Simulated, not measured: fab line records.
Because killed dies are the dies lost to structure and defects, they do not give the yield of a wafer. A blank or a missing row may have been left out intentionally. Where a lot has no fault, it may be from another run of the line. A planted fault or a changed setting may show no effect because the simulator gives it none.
Matching of chambers	flow nand harc	4 sister chambers for NHARC_P_STI_DESCUM_14 on rie diel-09
The step chemistry O2, time 3 s. 4 wafers are shown with their chamber, then 9 later ones without.

## EACH WAFER AND ITS CHAMBER
wafer	chamber	drypump motor current A (A)
L077.2	0	4.9
L078.6	3	5.7
L084.2	1	6.1
L084.5	2	6.0

## WAFERS MISSING THEIR CHAMBER
wafer	drypump motor current A (A)
L085.2	6.0
L085.3	6.1
L085.5	6.0
L091.2	5.0
L091.4	5.6
L091.6	6.1
L093.1	6.0
L093.2	5.0
L093.6	6.0

## WHICH CHAMBER EACH ONE RAN IN
wafer	from the rows above	in truth
L085.2	can't be placed: 2 or 1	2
L085.3	can't be placed: 1 or 2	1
L085.5	can't be placed: 2 or 1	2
L091.2	0	0
L091.4	3	3
L091.6	can't be placed: 1 or 2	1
L093.1	can't be placed: 2 or 1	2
L093.2	0	0
L093.6	can't be placed: 2 or 1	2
Correctly placed: 3 of 9. From these rows, 6 cannot be placed; in 6 the true chamber is one of the candidates. Number placed wrongly: 0.
How it was worked out, from the rows above alone: a wafer's distance from a chamber is the root of the sum, over the readings, of the square of ((its reading less the chamber's mean) divided by the reading's scatter). If the next closest chamber is less than 2 further off than the closest, the wafer can't be placed; otherwise it belongs to the closest. Each chamber's mean is taken over the wafers shown for it. The scatter: with one shown wafer a chamber, the root of the mean of the squares of how far each hidden wafer lies from its nearest shown one.
